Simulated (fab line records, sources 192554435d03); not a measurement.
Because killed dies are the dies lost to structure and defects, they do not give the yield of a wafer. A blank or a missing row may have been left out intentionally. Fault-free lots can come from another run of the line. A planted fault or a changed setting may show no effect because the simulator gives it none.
Struck lot and sound lot, side by side ; flow n5_finfet ; 16 steps out of a route of 1938
Sound: wafers L982.4, L982.5, L982.6. The struck wafers were L989.1, L989.5. The cause is given at the end.
Per side, at each step with rows, come the tool, then ch with its chambers, and then its first start. Under that, the readings that differ: sound wafers ; struck wafers ; difference of the means ; sigmas: that difference in standard deviations of wafers without a fault.
alike: readings with means less than 2 such deviations apart, plus words and numbers identical on both sides. not compared: withheld readings, readings lacking a value on some wafer, bounds such as >300 that could conceal the same value, and numbers that have no deviation in the record and whose values overlap.
The two part at a step that has a row with sigmas, a row that says differs or no value, or rows on one side only. Numbers that don't overlap but have no deviation are shown without sigmas and don't part them. A reading that every wafer of one side lacks parts them only if that side has two wafers or more.

first, 2 steps without rows for these wafers: N5_BEOL_M4_PEB_09 (peb time 60 s); N5_BEOL_M4_DEVELOP_10 (develop time 30 s).
N5_BEOL_M4_CD_MEAS_11: the cd target is 16.79 nm.
  sound on cd_sem-03 ch 0, day 9 05:53; struck on cd_sem-03 ch 0, day 10 16:16
  alike: cd_nm
N5_BEOL_M4_OVL_MEAS_12:
  sound on overlay-02 ch 0, day 9 05:56; struck on overlay-02 ch 0, day 10 16:18
  alike: M4_OVL
N5_BEOL_M4_INSPECT_13: inspects for defects (brightfield).
  sound on defect_inspect-01, day 9 05:59; struck on defect_inspect-01, day 10 16:22
  alike: raw_defect_count
N5_BEOL_M4_DESCUM_16: chemistry O2, time 7 s.
  sound on rie_diel-06 ch 1,2, day 9 06:19; struck on rie_diel-06 ch 0,1, day 10 16:23
  alike: drypump_motor_current_A, oes_product_au, rf_vpp_V, showerhead_plenum_p_Torr, throttle_valve_pct
  not compared: rf_hours_counter_h
N5_BEOL_M4_ETCH_74: etches underlayer in N2/H2, target depth 6.5 nm, time 5.2 s.
  sound on rie_diel-06 ch 1,2, day 9 06:21; struck on rie_diel-06 ch 0,1, day 10 16:26
  alike: drypump_motor_current_A, etch_rf_on_time_s, oes_product_au, rf_vpp_V, showerhead_plenum_p_Torr, throttle_valve_pct
  not compared: rf_hours_counter_h
then, 1 step without rows for these wafers: N5_BEOL_M4_ETCH_63 (etches SiARC in CF4, target depth 15.6 nm, time 26 s).
N5_BEOL_M4_ETCH_64: etches SOC in N2/H2, target depth 75 nm, overetch 22.5 nm, time 121.9 s.
  sound on rie_diel-06 ch 1,2, day 9 06:23; struck on rie_diel-06 ch 0,1, day 10 16:28
  alike: drypump_motor_current_A, oes_product_au, rf_vpp_V, showerhead_plenum_p_Torr, throttle_valve_pct
  not compared: rf_hours_counter_h
then, 2 steps without rows for these wafers: N5_BEOL_M4_STRIP_65 (strips in N2/H2); N5_BEOL_M4_STRIP_75 (strips in N2/H2).
N5_BEOL_M4_STRIP_66: strips in CF4.
  sound on rie_diel-06 ch 1,2, day 9 06:32; struck on rie_diel-06 ch 0,1, day 10 16:36
  alike: drypump_motor_current_A, oes_product_au, rf_vpp_V, showerhead_plenum_p_Torr, throttle_valve_pct
  not compared: rf_hours_counter_h
N5_BEOL_M4_HM_OPEN_17: chemistry Cl2/BCl3, target TiN, target depth 20 nm, overetch 6 nm.
  sound on rie_metal-03 ch 0,1, day 9 06:36; struck on rie_metal-03 ch 0,1, day 10 16:38
reading;sound;struck;difference;sigmas
model.SOC_of_BEOL_M4_COAT_61.thk_nm (nm);52.4 52 52.4;48 48.6;-4;
  alike: drypump_motor_current_A, oes_product_au, throttle_valve_pct
  not compared: rf_hours_counter_h, model.BEOL_M4.cd_offset_nm
N5_BEOL_M4_STRIP_19: strips in O2.
  sound on rie_diel-01 ch 0,2,3, day 9 06:45; struck on rie_diel-06 ch 2,3, day 10 16:53
  alike: drypump_motor_current_A, oes_product_au, rf_vpp_V, showerhead_plenum_p_Torr, throttle_valve_pct
  not compared: rf_hours_counter_h
N5_BEOL_M4_RC_MEAS_101:
  sound on prober-02 ch 0, day 9 15:13; struck on prober-01 ch 0, day 11 11:11
  alike: DIBL_N, DIBL_P, IOFF_N, IOFF_P, ION_N, ION_P, SS_N, SS_P, VT_N, VT_P
-- the record jumps here: 4 days lie between the struck wafers' starts before and after (it left off in module BEOL_M4 and takes up again in module PASSIVATION, whose first step shown is number 1936 of the route) --
N5_PASSIVATION_PROBE_49:
  record: rows for the struck wafers here (prober-02, day 15 21:25), none for the sound ones

## WHERE THEY PART
Only at N5_PASSIVATION_PROBE_49, within this record.

WHY: the cause the simulator had injected
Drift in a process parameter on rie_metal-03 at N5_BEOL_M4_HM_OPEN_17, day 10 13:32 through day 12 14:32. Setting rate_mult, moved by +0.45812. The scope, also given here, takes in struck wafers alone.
